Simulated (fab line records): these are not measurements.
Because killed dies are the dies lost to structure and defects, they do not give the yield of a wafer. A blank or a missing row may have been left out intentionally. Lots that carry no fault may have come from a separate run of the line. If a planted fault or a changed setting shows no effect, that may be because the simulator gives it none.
Matching of chambers | flow n5_finfet | N5_BEOL_M4_PRE_CLEAN_60 on cvd_co-02: 3 sister chambers
The step time 15 s. 22 wafers are shown with their chamber, then 11 later ones without.

== WAFERS PAIRED WITH THEIR CHAMBERS ==
wafer  | chamber | heater_power_w (W)
L075.2 | 0       | 64
L075.5 | 1       | 118
L075.6 | 2       | 75
L074.2 | 2       | 78
L074.4 | 0       | 64
L074.6 | 1       | 121
L078.1 | 0       | 63
L078.2 | 1       | 119
L078.6 | 2       | 78
L079.2 | 1       | 122
L079.3 | 2       | 77
L079.4 | 1       | 118
L081.3 | 2       | 77
L081.5 | 1       | 121
L081.6 | 2       | 78
L087.1 | 2       | 78
L087.2 | 0       | 65
L087.5 | 0       | 66
L086.1 | 2       | 78
L086.5 | 1       | 118
L086.6 | 0       | 63
L089.3 | 1       | 121

SIGNATURES (means of the wafers above)
reading        | chamber 0 | chamber 1 | chamber 2 | scatter within a chamber
heater_power_w | 64.17     | 119.75    | 77.38     | 1.34
Rule: a wafer's distance from a chamber is the root of the sum, over the readings, of the square of ((its reading less the chamber's mean) divided by the reading's scatter). If the next closest chamber is less than 2 further off than the closest, the wafer can't be placed; otherwise it belongs to the closest. The scatter: take each reading less its chamber's mean, square it, sum over the shown wafers, divide by the number of wafers less the number of chambers, and take the root.

== WAFERS MISSING THEIR CHAMBER ==
wafer  | heater_power_w (W)
L089.4 | 120
L089.6 | 66
L094.1 | 120
L094.4 | 117
L094.5 | 68
L096.1 | 80
L096.5 | 120
L096.6 | 78
L097.4 | 79
L097.5 | 65
L097.6 | 117

== CHAMBER TAKEN BY EACH ==
wafer  | from the rows above | in truth
L089.4 | 1                   | 1
L089.6 | 0                   | 0
L094.1 | 1                   | 1
L094.4 | 1                   | 1
L094.5 | 0                   | 0
L096.1 | 2                   | 2
L096.5 | 1                   | 1
L096.6 | 2                   | 2
L097.4 | 2                   | 2
L097.5 | 0                   | 0
L097.6 | 1                   | 1
Correctly placed: 11 of 11. Can't be placed from these rows: 0. Number placed wrongly: 0.
